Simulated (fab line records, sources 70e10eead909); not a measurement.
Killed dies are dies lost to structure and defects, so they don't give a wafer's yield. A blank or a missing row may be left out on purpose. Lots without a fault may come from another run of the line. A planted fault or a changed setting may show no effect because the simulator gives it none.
Which tool did it? | flow nand_harc | 6 lots, 18 wafers sampled, at 4 steps of a route of 1159

WHAT THE GAUGES READ, wafer by wafer
NHARC_P_GATE_CD_MEAS_46: target cd 720 nm.
lot  | measured     | on        | cd_nm (nm)
L514 | day 5 15:23  | cd_sem-03 | 722.2 722.3 720.1
L518 | day 6 11:35  | cd_sem-02 | - - -
L527 | day 8 19:59  | cd_sem-01 | 720.5 719.1 719.9
L529 | day 9 04:08  | cd_sem-03 | 720.9 720.3 722.2
L532 | day 10 00:50 | cd_sem-02 | 721.1 720.0 717.5
L536 | day 11 07:32 | cd_sem-03 | 719.6 715.7 720.5

WHICH TOOL RAN EACH LOT (tool, then ch and the chambers of the sampled wafers, then the start)
lot  | NHARC_P_GATE_DESCUM_13            | NHARC_P_GATE_ETCH_104              | NHARC_P_GATE_EXPOSE_43
L514 | rie_diel-03 ch 0,3, day 4 13:03   | rie_diel-06 ch 0,1,2, day 5 03:35  | krf_scanner-01 ch 0, day 5 15:13
L518 | rie_diel-06 ch 2,3, day 5 05:31   | rie_diel-03 ch 0,2,3, day 5 21:56  | krf_scanner-01 ch 0, day 6 11:26
L527 | rie_diel-06 ch 2,3, day 7 17:04   | rie_diel-03 ch 0,1,2, day 8 08:25  | krf_scanner-01 ch 0, day 8 19:50
L529 | rie_diel-10 ch 1,2,3, day 8 01:30 | rie_diel-03 ch 0,2, day 8 16:25    | krf_scanner-01 ch 0, day 9 03:59
L532 | rie_diel-03 ch 0,1,3, day 8 20:04 | rie_diel-03 ch 1,2, day 9 10:37    | krf_scanner-01 ch 0, day 10 00:41
L536 | rie_diel-10 ch 0,1, day 9 22:56   | rie_diel-10 ch 0,2,3, day 10 17:32 | krf_scanner-03 ch 0, day 11 07:22
- NHARC_P_GATE_DESCUM_13: chemistry O2, time 3 s.
- NHARC_P_GATE_ETCH_104: etches the open film in CF4/CHF3, target depth 60 nm.
- NHARC_P_GATE_EXPOSE_43: exposes mask P NSD, target cd 720 nm.

THE ANSWER, worked out from the rows above alone
Rule: what is usual is taken from the lots themselves. Put in order of their means at a reading, lots are off if they are a third of the lots or fewer, leave a main group of 4 or more, and stand apart from it by a gap of 3 or more times the standard deviation of the main group's means; of several such gaps the widest counts. A main group whose means are all the same, to the digits that the tables above print for the reading, isn't used. A lot without any number at a reading at which 4 lots or more have one is off too. The other lots that the step has rows for count as sound.
Off: L518, at NHARC_P_GATE_CD_MEAS_46 (cd_nm). Without a number there: L518. The main group: mean 720.1 nm, standard deviation 1.1.
A tool fits if, at a process step before that reading, it ran every lot that is off, and no sound lot after the first of them. The gauges at NHARC_P_GATE_CD_MEAS_46 are tried like those tools. None of those tried fits.

WHAT THE SIMULATOR HAD PUT IN
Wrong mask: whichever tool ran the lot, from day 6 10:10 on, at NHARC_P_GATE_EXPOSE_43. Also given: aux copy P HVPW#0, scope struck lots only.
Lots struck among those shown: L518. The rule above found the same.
